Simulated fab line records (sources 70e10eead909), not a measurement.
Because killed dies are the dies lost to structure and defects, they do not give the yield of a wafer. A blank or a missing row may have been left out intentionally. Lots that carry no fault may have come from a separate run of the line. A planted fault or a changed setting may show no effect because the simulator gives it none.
Which of the tools did it? | flow nandHarc | Sampling: 13 lots, 39 wafers, 6 of 1302 route steps

## WHAT THE GAUGES READ, wafer by wafer
NHARC_A_ONON_D2_THK_MEAS_14: measures by ellipsometry. Usual: 1001 nm for thkNm, sd 11.
lot  | measured     | on           | thkNm (nm)     | flag
L260 | day 12 20:56 | filmMetro-02 | 998 997 997    | 
L262 | day 13 07:22 | filmMetro-01 | 996 997 997    | 
L263 | day 13 10:01 | filmMetro-01 | 1009 1009 1008 | 
L272 | day 17 12:48 | filmMetro-02 | 997 999 998    | 
L273 | day 17 21:52 | filmMetro-01 | 1013 1011 1013 | 
L274 | day 18 17:25 | filmMetro-02 | 1014 1012 1010 | 
L275 | day 18 17:25 | filmMetro-01 | 1002 1004 1004 | 
L277 | day 19 05:05 | filmMetro-02 | 1002 1002 1004 | 
L276 | day 19 05:03 | filmMetro-01 | 996 996 997    | 
L278 | day 20 11:47 | filmMetro-01 | 1007 1007 1007 | 
L279 | day 20 11:48 | filmMetro-02 | 974 971 973    | 
L280 | day 21 02:55 | filmMetro-01 | 989 989 989    | 
L282 | day 21 22:21 | filmMetro-01 | 991 993 994    | 

NHARC_A_ONON_D2_THK_MEAS_24: measures by ellipsometry. Usual: 1002 nm for thkNm, sd 12.
lot  | measured     | on           | thkNm (nm)     | flag
L260 | day 13 08:13 | filmMetro-02 | 996 993 996    | 
L262 | day 13 18:08 | filmMetro-02 | 987 987 1567   | OFF
L263 | day 13 18:29 | filmMetro-02 | 1568 1569 987  | OFF
L272 | day 17 21:38 | filmMetro-01 | 1016 1015 1017 | 
L273 | day 18 06:22 | filmMetro-02 | 1005 1005 1006 | 
L274 | day 19 02:20 | filmMetro-02 | 1008 1009 1009 | 
L275 | day 19 02:22 | filmMetro-01 | 1022 1023 1023 | 
L277 | day 19 13:55 | filmMetro-02 | 994 995 996    | 
L276 | day 19 13:55 | filmMetro-01 | 981 984 982    | 
L278 | day 20 20:39 | filmMetro-01 | 1008 1007 1008 | 
L279 | day 20 20:38 | filmMetro-02 | 1017 1017 1018 | 
L280 | day 21 14:52 | filmMetro-01 | 1016 1015 1015 | 
L282 | day 22 08:35 | filmMetro-01 | 990 989 992    | 

NHARC_END_SORT_01. Usual: killedAtArray 58, standard deviation 20; killedAtOther 0.9, standard deviation 1.4; killedAtPeriphery 4, standard deviation 3.1; killedDies 63, standard deviation 20; killedOpen 3.3, standard deviation 1.8; killedShort 2.4, standard deviation 1.5.
lot  | measured     | on        | killedAtArray | killedAtOther | killedAtPeriphery | killedDies | killedOpen | killedShort | flag
L262 | day 26 04:16 | prober-02 | 59 66 675     | 0 0 1         | 3 2 1             | 62 68 677  | 3 3 4      | 1 6 3       | OFF
L263 | day 26 03:28 | prober-01 | 673 675 73    | 2 1 0         | 2 1 7             | 677 677 80 | 0 3 2      | 3 1 1       | OFF

## EACH LOT AND THE TOOL THAT RAN IT (in order: tool; ch and the chambers of the sampled wafers; start)
lot  | NHARC_A_CHANNEL_FILL_D1_ALD_14  | NHARC_A_CHANNEL_FILL_D1_ETCHBACK_19 | NHARC_A_ONON_D2_DEP_22
L260 | aldHk-04 ch 0,1,2, day 9 08:35  | rieSi-02 ch 0,1,3, day 10 01:42     | pecvdOnon-01 ch 0, day 13 07:46
L262 | aldHk-04 ch 0,2,3, day 10 01:52 | rieSi-03 ch 0,1,2, day 10 19:46     | pecvdOnon-01 ch 0, day 13 17:41
L263 | aldHk-04 ch 1,2, day 10 07:06   | rieSi-03 ch 0,1,2, day 11 00:05     | pecvdOnon-01 ch 0, day 13 18:09
L272 | aldHk-02 ch 0,1, day 14 07:41   | rieSi-04 ch 0,1,3, day 15 00:40     | pecvdOnon-01 ch 0, day 17 21:14
L273 | aldHk-02 ch 0,1,3, day 14 16:07 | rieSi-03 ch 0,1,2, day 15 08:56     | pecvdOnon-02 ch 0, day 18 05:58
L274 | aldHk-03 ch 1,2, day 15 11:39   | rieSi-04 ch 2,3, day 16 04:50       | pecvdOnon-02 ch 0, day 19 01:57
L275 | aldHk-02 ch 0,2,3, day 15 11:41 | rieSi-02 ch 0,1,2, day 16 04:49     | pecvdOnon-01 ch 0, day 19 01:52
L277 | aldHk-03 ch 0,3, day 15 19:43   | rieSi-03 ch 0,1,3, day 16 13:01     | pecvdOnon-02 ch 0, day 19 13:31
L276 | aldHk-04 ch 0,1,2, day 15 19:46 | rieSi-04 ch 1,2,3, day 16 13:01     | pecvdOnon-01 ch 0, day 19 13:27
L278 | aldHk-02 ch 1,2,3, day 17 03:23 | rieSi-04 ch 2,3, day 18 01:00       | pecvdOnon-01 ch 0, day 20 20:19
L279 | aldHk-02 ch 0,1,2, day 17 03:36 | rieSi-02 ch 0,1,2, day 18 01:01     | pecvdOnon-02 ch 0, day 20 20:19
L280 | aldHk-04 ch 1,2,3, day 17 16:56 | rieSi-03 ch 0,1,2, day 18 12:28     | pecvdOnon-01 ch 0, day 21 14:20
L282 | aldHk-04 ch 0,2, day 18 10:27   | rieSi-04 ch 1,2, day 19 04:26       | pecvdOnon-01 ch 0, day 22 08:08
- NHARC_A_CHANNEL_FILL_D1_ALD_14: deposits SiO2, target thk 2.5 nm, pulse time 10 s, ald cycles 25.
- NHARC_A_CHANNEL_FILL_D1_ETCHBACK_19: etches the open film in HBr/Cl2, target depth 5 nm, time 1.7 s.
- NHARC_A_ONON_D2_DEP_22: target thk 1000 nm.

## WHAT THE TOOLS THEMSELVES READ (means of the sampled wafers that have a number; where no wafer has one, the mark that the record gives instead)
NHARC_A_CHANNEL_FILL_D1_ALD_14. Usual: heaterPowerW 460 W, standard deviation 39; precursorPulseHeightRel 0.999, standard deviation 0.019.
lot  | tool     | heaterPowerW (W) | precursorPulseHeightRel | flag
L260 | aldHk-04 | 459              | 0.981                   | 
L262 | aldHk-04 | 476              | 0.996                   | 
L263 | aldHk-04 | 435              | 1.005                   | 
L272 | aldHk-02 | 433              | 1.016                   | 
L273 | aldHk-02 | 455              | 1.008                   | 
L274 | aldHk-03 | 493              | 1.016                   | 
L275 | aldHk-02 | 452              | 1.001                   | 
L277 | aldHk-03 | 459              | 0.998                   | 
L276 | aldHk-04 | 455              | 0.996                   | 
L278 | aldHk-02 | 492              | 0.999                   | 
L279 | aldHk-02 | 470              | 1.002                   | 
L280 | aldHk-04 | 441              | 0.997                   | 
L282 | aldHk-04 | 480              | 1.001                   | 

NHARC_A_CHANNEL_FILL_D1_ETCHBACK_19. Usual: drypumpMotorCurrentA 5.7 A, standard deviation 0.43; hbrFlowSccm 150.0 sccm, standard deviation 0.46; oesProductAu 1.004 a.u., standard deviation 0.0084; rfFwdPowerW 390.1 W, standard deviation 1.2; throttleValvePct 26.406 %, standard deviation 0.0095.
lot  | tool     | drypumpMotorCurrentA (A) | hbrFlowSccm (sccm) | oesProductAu (a.u.) | rfFwdPowerW (W) | throttleValvePct (%) | flag
L260 | rieSi-02 | 5.6                      | 149.8              | 1.007               | 390.9           | 26.398               | 
L262 | rieSi-03 | 5.8                      | 150.1              | 0.996               | 390.5           | 26.395               | 
L263 | rieSi-03 | 5.8                      | 150.0              | 0.999               | 389.8           | 26.402               | 
L272 | rieSi-04 | 5.7                      | 149.7              | 1.012               | 389.6           | 26.409               | 
L273 | rieSi-03 | 5.8                      | 150.0              | 0.996               | 389.8           | 26.412               | 
L274 | rieSi-04 | 5.2                      | 150.4              | 1.016               | 390.0           | 26.407               | 
L275 | rieSi-02 | 5.7                      | 150.1              | 1.002               | 390.5           | 26.404               | 
L277 | rieSi-03 | 5.9                      | 150.0              | 1.003               | 390.6           | 26.416               | 
L276 | rieSi-04 | 5.4                      | 149.8              | 1.017               | 389.5           | 26.406               | 
L278 | rieSi-04 | 5.4                      | 150.2              | 1.010               | 389.8           | 26.402               | 
L279 | rieSi-02 | 5.7                      | 149.8              | 1.008               | 389.6           | 26.417               | 
L280 | rieSi-03 | 5.8                      | 149.9              | 1.004               | 390.7           | 26.402               | 
L282 | rieSi-04 | 5.4                      | 150.5              | 1.014               | 390.3           | 26.415               | 

## THE ANSWER, worked out from the rows above alone
Rule: a lot is off if the mean of its wafers that have a number lies more than 3 standard deviations from the usual mean. Also off: a lot with no number at a reading for which 4 or more lots have one. All remaining lots with rows at the step are treated as sound. First the gauges in route order, then the tools' own readings, where a lot's mean is used as printed above. At the first step where some lot is off, the reading lying furthest off is the one used; lots without a number count as furthest.
Off at NHARC_A_ONON_D2_THK_MEAS_24 (thkNm): L262, L263.
A tool fits if, at a process step before that reading, it ran every lot that is off, and no sound lot after the first of them. The gauges at NHARC_A_ONON_D2_THK_MEAS_24 aren't tried: what is off there is off at NHARC_END_SORT_01 too, on other tools, and a gauge's error can't cause that. Not one of the candidates tried fits.

## WHAT WAS PUT IN BY THE SIMULATOR
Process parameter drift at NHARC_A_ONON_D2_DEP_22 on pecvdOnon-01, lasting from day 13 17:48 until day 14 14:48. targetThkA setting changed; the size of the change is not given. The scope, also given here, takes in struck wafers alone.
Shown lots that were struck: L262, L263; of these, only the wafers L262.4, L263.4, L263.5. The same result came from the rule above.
